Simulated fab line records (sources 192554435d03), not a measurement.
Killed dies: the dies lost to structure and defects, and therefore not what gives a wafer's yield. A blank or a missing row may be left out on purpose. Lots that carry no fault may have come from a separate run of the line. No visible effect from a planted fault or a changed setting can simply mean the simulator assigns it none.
Chamber matching || flow n5-finfet || rie-diel-05 running N5_DUMMY_GATE_STRIP_41: 4 sister chambers
The step strips in O2. 4 wafers are shown with their chamber, then 7 later ones without.

WAFERS, EACH WITH ITS CHAMBER
{"wafer": "L079.5", "chamber": 3, "drypump-motor-current-A (A)": 5.0}
{"wafer": "L083.1", "chamber": 2, "drypump-motor-current-A (A)": 5.7}
{"wafer": "L086.1", "chamber": 1, "drypump-motor-current-A (A)": 5.8}
{"wafer": "L086.3", "chamber": 0, "drypump-motor-current-A (A)": 5.6}

WAFERS WITH NO CHAMBER GIVEN
{"wafer": "L086.4", "drypump-motor-current-A (A)": 5.0}
{"wafer": "L087.3", "drypump-motor-current-A (A)": 5.8}
{"wafer": "L087.4", "drypump-motor-current-A (A)": 5.0}
{"wafer": "L087.6", "drypump-motor-current-A (A)": 5.5}
{"wafer": "L090.3", "drypump-motor-current-A (A)": 5.7}
{"wafer": "L090.5", "drypump-motor-current-A (A)": 5.7}
{"wafer": "L090.6", "drypump-motor-current-A (A)": 5.8}

WHICH CHAMBER EACH WENT THROUGH
{"wafer": "L086.4", "from the rows above": 3, "in truth": 3}
{"wafer": "L087.3", "from the rows above": 1, "in truth": 1}
{"wafer": "L087.4", "from the rows above": 3, "in truth": 3}
{"wafer": "L087.6", "from the rows above": 0, "in truth": 0}
{"wafer": "L090.3", "from the rows above": 2, "in truth": 2}
{"wafer": "L090.5", "from the rows above": 2, "in truth": 2}
{"wafer": "L090.6", "from the rows above": 1, "in truth": 1}
Correctly placed: 7 of 7. Number that these rows cannot place: 0. Wrongly placed: 0.
How it was worked out, from the rows above alone: a wafer's distance from a chamber is the root of the sum, over the readings, of the square of ((its reading less the chamber's mean) divided by the reading's scatter). The wafer belongs to the nearest chamber; if the next one is less than 2 further off, it can't be placed. The mean given for a chamber averages the wafers shown for that chamber. The scatter (one wafer shown for each chamber): square how far every hidden wafer sits from the nearest shown wafer, average those squares and take the square root.
